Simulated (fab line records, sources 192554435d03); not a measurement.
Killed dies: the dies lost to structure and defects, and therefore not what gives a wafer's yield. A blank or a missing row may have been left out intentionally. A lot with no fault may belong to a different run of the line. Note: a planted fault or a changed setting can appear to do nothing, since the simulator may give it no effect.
Which tool is to blame? :: flow n5 finfet :: Sampling: 9 lots, 27 wafers, 6 of 1938 route steps

## WHAT EACH GAUGE READ, for each wafer
N5_SDB_CD_MEAS_11: the cd target is 50 nm.
lot: L442
measured: day 3 20:19
on: cd sem-03
cd nm (nm): 52.4 53.9 52.7

lot: L444
measured: day 4 04:22
on: cd sem-02
cd nm (nm): 52.3 52.4 49.4

lot: L448
measured: day 5 12:34
on: cd sem-03
cd nm (nm): 51.7 53.4 52.3

lot: L451
measured: day 6 01:20
on: cd sem-02
cd nm (nm): 54.7 54.6 53.4

lot: L452
measured: day 6 08:04
on: cd sem-03
cd nm (nm): 48.0 48.5 46.9

lot: L455
measured: day 7 00:22
on: cd sem-02
cd nm (nm): 51.3 48.6 50.2

lot: L456
measured: day 7 04:50
on: cd sem-03
cd nm (nm): 51.0 50.6 50.9

lot: L464
measured: day 9 06:39
on: cd sem-02
cd nm (nm): 53.0 53.3 53.4

lot: L465
measured: day 9 13:18
on: cd sem-01
cd nm (nm): 50.0 50.9 51.1

N5_HKMG_FIN_THK_MEAS_70: measures by xrf.
lot: L442
measured: day 4 05:31
on: film metro-01
HK_THK (nm): 1.592 1.564 1.589

lot: L444
measured: day 4 12:50
on: film metro-01
HK_THK (nm): 1.577 1.592 1.573

lot: L448
measured: day 5 20:58
on: film metro-01
HK_THK (nm): 1.599 1.575 1.583

lot: L451
measured: day 6 09:26
on: film metro-02
HK_THK (nm): 1.527 1.538 1.514

lot: L452
measured: day 6 16:22
on: film metro-02
HK_THK (nm): 1.576 1.579 1.605

lot: L455
measured: day 7 08:50
on: film metro-01
HK_THK (nm): 1.581 1.573 1.585

lot: L456
measured: day 7 13:31
on: film metro-01
HK_THK (nm): 1.579 1.586 1.589

lot: L464
measured: day 9 14:49
on: film metro-02
HK_THK (nm): 1.583 1.978 2.004

lot: L465
measured: day 9 21:26
on: film metro-02
HK_THK (nm): 1.587 2.006 1.609

N5_BEOL_M4_RC_MEAS_101.
lot: L442
measured: day 7 20:41
on: prober-01
DIBL_N (mV/V): 35.0 32.8 33.8
DIBL_P (mV/V): 34.6 32.3 32.1
EOT_N: 10.52 10.42 10.45
EOT_P: 10.37 10.37 10.35
IGATE_N (nA/um): 0.0146 0.0142 0.0143
IGATE_P (nA/um): 0.0043 0.0042 0.0042
IOFF_N (nA/um): 0.13 0.11 0.12
IOFF_P (nA/um): 0.20 0.17 0.16
ION_N (uA/um): 672 658 665
ION_P (uA/um): 464 457 461
SS_N (mV/dec): 71.2 70.6 71.6
SS_P (mV/dec): 72.7 72.4 72.1
VT_N (mV): 250 256 254
VT_P (mV): -250 -251 -251

lot: L444
measured: day 8 00:55
on: prober-02
DIBL_N (mV/V): 36.3 35.1 32.8
DIBL_P (mV/V): 37.2 36.8 34.1
EOT_N: 10.52 10.63 10.44
EOT_P: 10.48 10.70 10.55
IGATE_N (nA/um): 0.0120 0.0096 0.0134
IGATE_P (nA/um): 0.0036 0.0029 0.0040
IOFF_N (nA/um): 0.17 0.15 0.12
IOFF_P (nA/um): 0.21 0.19 0.16
ION_N (uA/um): 675 662 672
ION_P (uA/um): 458 454 463
SS_N (mV/dec): 72.3 71.6 70.7
SS_P (mV/dec): 73.5 73.3 72.1
VT_N (mV): 249 251 253
VT_P (mV): -252 -252 -255

lot: L448
measured: day 9 19:13
on: prober-01
DIBL_N (mV/V): 43.9 41.1 37.2
DIBL_P (mV/V): 43.5 40.2 35.3
EOT_N: 10.69 10.47 10.64
EOT_P: 10.66 10.42 10.61
IGATE_N (nA/um): 0.0099 0.0135 0.0097
IGATE_P (nA/um): 0.0029 0.0039 0.0028
IOFF_N (nA/um): 0.29 0.22 0.14
IOFF_P (nA/um): 0.34 0.26 0.19
ION_N (uA/um): 693 687 684
ION_P (uA/um): 471 469 467
SS_N (mV/dec): 72.5 72.6 71.3
SS_P (mV/dec): 75.3 74.2 73.0
VT_N (mV): 245 243 252
VT_P (mV): -245 -247 -255

lot: L451
measured: day 9 23:51
on: prober-02
DIBL_N (mV/V): 37.8 35.3 35.8
DIBL_P (mV/V): 37.3 34.2 33.6
EOT_N: 10.29 10.52 10.38
EOT_P: 10.25 10.57 10.43
IGATE_N (nA/um): 0.0196 0.0109 0.0183
IGATE_P (nA/um): 0.0058 0.0033 0.0055
IOFF_N (nA/um): 0.16 0.12 0.13
IOFF_P (nA/um): 0.19 0.16 0.15
ION_N (uA/um): 675 644 653
ION_P (uA/um): 459 445 446
SS_N (mV/dec): 71.2 70.9 71.9
SS_P (mV/dec): 73.3 73.4 72.5
VT_N (mV): 252 259 256
VT_P (mV): -254 -256 -259

lot: L452
measured: day 10 11:47
on: prober-01
DIBL_N (mV/V): 32.1 37.1 35.9
DIBL_P (mV/V): 32.0 37.1 37.0
EOT_N: 10.57 10.47 10.46
EOT_P: 10.47 10.44 10.48
IGATE_N (nA/um): 0.0126 0.0129 0.0116
IGATE_P (nA/um): 0.0038 0.0038 0.0034
IOFF_N (nA/um): 0.11 0.16 0.15
IOFF_P (nA/um): 0.13 0.19 0.20
ION_N (uA/um): 679 687 676
ION_P (uA/um): 457 463 453
SS_N (mV/dec): 70.8 72.5 71.3
SS_P (mV/dec): 71.7 72.6 72.6
VT_N (mV): 251 250 247
VT_P (mV): -258 -254 -252

lot: L455
measured: day 11 13:40
on: prober-02
DIBL_N (mV/V): 35.7 32.8 36.7
DIBL_P (mV/V): 35.0 31.4 34.6
EOT_N: 10.37 10.56 10.40
EOT_P: 10.52 10.59 10.36
IGATE_N (nA/um): 0.0136 0.0114 0.0131
IGATE_P (nA/um): 0.0040 0.0033 0.0039
IOFF_N (nA/um): 0.15 0.11 0.16
IOFF_P (nA/um): 0.19 0.15 0.19
ION_N (uA/um): 671 670 669
ION_P (uA/um): 464 458 457
SS_N (mV/dec): 70.9 70.7 71.8
SS_P (mV/dec): 72.2 72.1 72.8
VT_N (mV): 248 253 249
VT_P (mV): -250 -254 -250

lot: L456
measured: day 11 07:28
on: prober-02
DIBL_N (mV/V): 36.8 37.0 36.8
DIBL_P (mV/V): 35.6 36.6 36.4
EOT_N: 10.58 10.54 10.51
EOT_P: 10.43 10.53 10.54
IGATE_N (nA/um): 0.0127 0.0122 0.0125
IGATE_P (nA/um): 0.0039 0.0037 0.0038
IOFF_N (nA/um): 0.16 0.16 0.16
IOFF_P (nA/um): 0.23 0.25 0.24
ION_N (uA/um): 677 671 685
ION_P (uA/um): 467 471 473
SS_N (mV/dec): 70.6 71.9 71.2
SS_P (mV/dec): 73.3 73.8 72.4
VT_N (mV): 249 247 250
VT_P (mV): -247 -248 -253

lot: L464
measured: day 13 18:15
on: prober-01
DIBL_N (mV/V): 37.4 34.8 39.5
DIBL_P (mV/V): 40.0 35.7 42.7
EOT_N: 10.61 11.36 11.45
EOT_P: 10.49 11.26 11.36
IGATE_N (nA/um): 0.0090 0.0006 0.0006
IGATE_P (nA/um): 0.0027 0.0002 0.0002
IOFF_N (nA/um): 0.21 0.16 0.26
IOFF_P (nA/um): 0.26 0.20 0.30
ION_N (uA/um): 678 666 679
ION_P (uA/um): 458 459 462
SS_N (mV/dec): 71.8 71.8 73.2
SS_P (mV/dec): 74.5 72.9 75.0
VT_N (mV): 242 247 242
VT_P (mV): -250 -252 -247

lot: L465
measured: day 13 18:21
on: prober-02
DIBL_N (mV/V): 36.0 37.6 35.6
DIBL_P (mV/V): 37.0 38.9 37.8
EOT_N: 10.52 11.55 10.41
EOT_P: 10.57 11.50 10.35
IGATE_N (nA/um): 0.0114 0.0006 0.0144
IGATE_P (nA/um): 0.0034 0.0002 0.0044
IOFF_N (nA/um): 0.18 0.21 0.19
IOFF_P (nA/um): 0.25 0.30 0.28
ION_N (uA/um): 684 680 700
ION_P (uA/um): 464 467 491
SS_N (mV/dec): 71.0 71.5 71.5
SS_P (mV/dec): 73.4 74.1 74.2
VT_N (mV): 245 242 245
VT_P (mV): -248 -243 -245

## WHAT TOOL EACH LOT RAN ON (gives the tool, then ch and the chambers of the sampled wafers, and finally the start)
lot: L442
N5_SDB_HM_DEP_00: pecvd-01 ch 1,2, day 3 19:52
N5_SDB_DESCUM_16: rie diel-06 ch 0,1,2, day 3 20:59
N5_HKMG_FIN_HK_ALD_01: ald hk-03 ch 0,1,3, day 4 02:07

lot: L444
N5_SDB_HM_DEP_00: pecvd-01 ch 0,1, day 4 04:02
N5_SDB_DESCUM_16: rie diel-04 ch 0,1,2, day 4 04:38
N5_HKMG_FIN_HK_ALD_01: ald hk-02 ch 0,2, day 4 09:05

lot: L448
N5_SDB_HM_DEP_00: pecvd-04 ch 0,1,2, day 5 12:08
N5_SDB_DESCUM_16: rie diel-01 ch 0,1,2, day 5 12:38
N5_HKMG_FIN_HK_ALD_01: ald hk-02 ch 1,2, day 5 17:24

lot: L451
N5_SDB_HM_DEP_00: pecvd-04 ch 0,1,2, day 6 00:53
N5_SDB_DESCUM_16: rie diel-01 ch 0,1,3, day 6 01:25
N5_HKMG_FIN_HK_ALD_01: ald hk-03 ch 0,2, day 6 05:51

lot: L452
N5_SDB_HM_DEP_00: pecvd-03 ch 0,2, day 6 07:37
N5_SDB_DESCUM_16: rie diel-06 ch 2,3, day 6 08:09
N5_HKMG_FIN_HK_ALD_01: ald hk-01 ch 0,1, day 6 12:55

lot: L455
N5_SDB_HM_DEP_00: pecvd-03 ch 1,2, day 6 23:55
N5_SDB_DESCUM_16: rie diel-01 ch 0,1,2, day 7 00:28
N5_HKMG_FIN_HK_ALD_01: ald hk-03 ch 0,1, day 7 05:00

lot: L456
N5_SDB_HM_DEP_00: pecvd-04 ch 1,2, day 7 04:31
N5_SDB_DESCUM_16: rie diel-04 ch 0,3, day 7 04:55
N5_HKMG_FIN_HK_ALD_01: ald hk-01 ch 0,2, day 7 09:36

lot: L464
N5_SDB_HM_DEP_00: pecvd-03 ch 0,1,2, day 9 06:19
N5_SDB_DESCUM_16: rie diel-01 ch 1,2,3, day 9 06:50
N5_HKMG_FIN_HK_ALD_01: ald hk-03 ch 1,2,3, day 9 11:22

lot: L465
N5_SDB_HM_DEP_00: pecvd-03 ch 0,1, day 9 12:58
N5_SDB_DESCUM_16: rie diel-01 ch 0,3, day 9 13:23
N5_HKMG_FIN_HK_ALD_01: ald hk-03 ch 0,3, day 9 17:49
- N5_SDB_HM_DEP_00: deposits SiNx from SiH4/NH3/N2, target thk 40 nm, time 35.3 s.
- N5_SDB_DESCUM_16: chemistry O2, time 7.9 s.
- N5_HKMG_FIN_HK_ALD_01: deposits HfO2, target thk 1.6 nm, pulse time 3 s, purge time 3 s.

## WHAT THE TOOLS THEMSELVES READ (means of the sampled wafers that have a number; where no wafer has one, the mark that the record gives instead)
N5_SDB_HM_DEP_00.
lot: L442
tool: pecvd-01
heater power w (W): 914
showerhead plenum p Torr (Torr): 4.96
throttle valve pct (%): 36.8

lot: L444
tool: pecvd-01
heater power w (W): 984
showerhead plenum p Torr (Torr): 5.10
throttle valve pct (%): 39.0

lot: L448
tool: pecvd-04
heater power w (W): 876
showerhead plenum p Torr (Torr): 5.14
throttle valve pct (%): 40.6

lot: L451
tool: pecvd-04
heater power w (W): 885
showerhead plenum p Torr (Torr): 5.14
throttle valve pct (%): 40.7

lot: L452
tool: pecvd-03
heater power w (W): 754
showerhead plenum p Torr (Torr): 5.19
throttle valve pct (%): 36.8

lot: L455
tool: pecvd-03
heater power w (W): 805
showerhead plenum p Torr (Torr): 5.25
throttle valve pct (%): 39.5

lot: L456
tool: pecvd-04
heater power w (W): 828
showerhead plenum p Torr (Torr): 5.11
throttle valve pct (%): 41.4

lot: L464
tool: pecvd-03
heater power w (W): 826
showerhead plenum p Torr (Torr): 5.21
throttle valve pct (%): 38.2

lot: L465
tool: pecvd-03
heater power w (W): 849
showerhead plenum p Torr (Torr): 5.23
throttle valve pct (%): 38.1

N5_SDB_DESCUM_16.
lot: L442
tool: rie diel-06
drypump motor current A (A): 5.7
oes product au (a.u.): 0.83
rf vpp V (V): 244.0
showerhead plenum p Torr (Torr): 2.10
throttle valve pct (%): 20.20

lot: L444
tool: rie diel-04
drypump motor current A (A): 5.7
oes product au (a.u.): 0.81
rf vpp V (V): 244.6
showerhead plenum p Torr (Torr): 2.13
throttle valve pct (%): 20.13

lot: L448
tool: rie diel-01
drypump motor current A (A): 5.5
oes product au (a.u.): 0.79
rf vpp V (V): 242.6
showerhead plenum p Torr (Torr): 2.10
throttle valve pct (%): 20.64

lot: L451
tool: rie diel-01
drypump motor current A (A): 5.4
oes product au (a.u.): 0.85
rf vpp V (V): 244.7
showerhead plenum p Torr (Torr): 2.16
throttle valve pct (%): 20.60

lot: L452
tool: rie diel-06
drypump motor current A (A): 5.8
oes product au (a.u.): 0.85
rf vpp V (V): 243.8
showerhead plenum p Torr (Torr): 2.11
throttle valve pct (%): 20.38

lot: L455
tool: rie diel-01
drypump motor current A (A): 5.5
oes product au (a.u.): 0.77
rf vpp V (V): 243.1
showerhead plenum p Torr (Torr): 2.10
throttle valve pct (%): 20.66

lot: L456
tool: rie diel-04
drypump motor current A (A): 6.2
oes product au (a.u.): 0.86
rf vpp V (V): 242.7
showerhead plenum p Torr (Torr): 2.11
throttle valve pct (%): 20.20

lot: L464
tool: rie diel-01
drypump motor current A (A): 5.7
oes product au (a.u.): 0.75
rf vpp V (V): 242.5
showerhead plenum p Torr (Torr): 2.09
throttle valve pct (%): 20.77

lot: L465
tool: rie diel-01
drypump motor current A (A): 5.4
oes product au (a.u.): 0.84
rf vpp V (V): 244.7
showerhead plenum p Torr (Torr): 2.13
throttle valve pct (%): 20.54

N5_HKMG_FIN_HK_ALD_01.
lot: L442
tool: ald hk-03
precursor pulse height rel: 0.991

lot: L444
tool: ald hk-02
precursor pulse height rel: 1.000

lot: L448
tool: ald hk-02
precursor pulse height rel: 0.991

lot: L451
tool: ald hk-03
precursor pulse height rel: 0.979

lot: L452
tool: ald hk-01
precursor pulse height rel: 1.013

lot: L455
tool: ald hk-03
precursor pulse height rel: 1.023

lot: L456
tool: ald hk-01
precursor pulse height rel: 1.015

lot: L464
tool: ald hk-03
precursor pulse height rel: 1.003

lot: L465
tool: ald hk-03
precursor pulse height rel: 1.001

## THE ANSWER, worked out from the rows above alone
Rule: the lots themselves supply what counts as usual. Put in order of their means at a reading, lots are off if they are a third of the lots or fewer, leave a main group of 4 or more, and stand apart from it by a gap of 3 or more times the standard deviation of the main group's means; of several such gaps the widest counts. Not used: any main group whose means are identical at the precision the tables above print for the reading. A lot without any number at a reading at which 4 lots or more have one is off too. Any other lot the step has rows for is counted as sound. Order of review: gauges by route order, followed by the tools' own readings, for which a lot's mean as printed above is used. At the first step where some lot is off, the reading lying furthest off is the one used; lots without a number count as furthest.
Off: at N5_HKMG_FIN_THK_MEAS_70 (HK_THK), L464, L465. Mean 1.575 nm and standard deviation 0.02 in the main group.
If a tool, at a process step before that reading, ran all the lots that are off and no sound lot after the first of them, it fits. Not tried: the gauges at N5_HKMG_FIN_THK_MEAS_70; whatever is off there is also off at N5_BEOL_M4_RC_MEAS_101, on other tools, and gauge error can't account for it. Can't be told from this: 3 tools fit, pecvd-03 at N5_SDB_HM_DEP_00, rie diel-01 at N5_SDB_DESCUM_16, ald hk-03 at N5_HKMG_FIN_HK_ALD_01.

## WHAT HAD BEEN PUT IN BY THE SIMULATOR
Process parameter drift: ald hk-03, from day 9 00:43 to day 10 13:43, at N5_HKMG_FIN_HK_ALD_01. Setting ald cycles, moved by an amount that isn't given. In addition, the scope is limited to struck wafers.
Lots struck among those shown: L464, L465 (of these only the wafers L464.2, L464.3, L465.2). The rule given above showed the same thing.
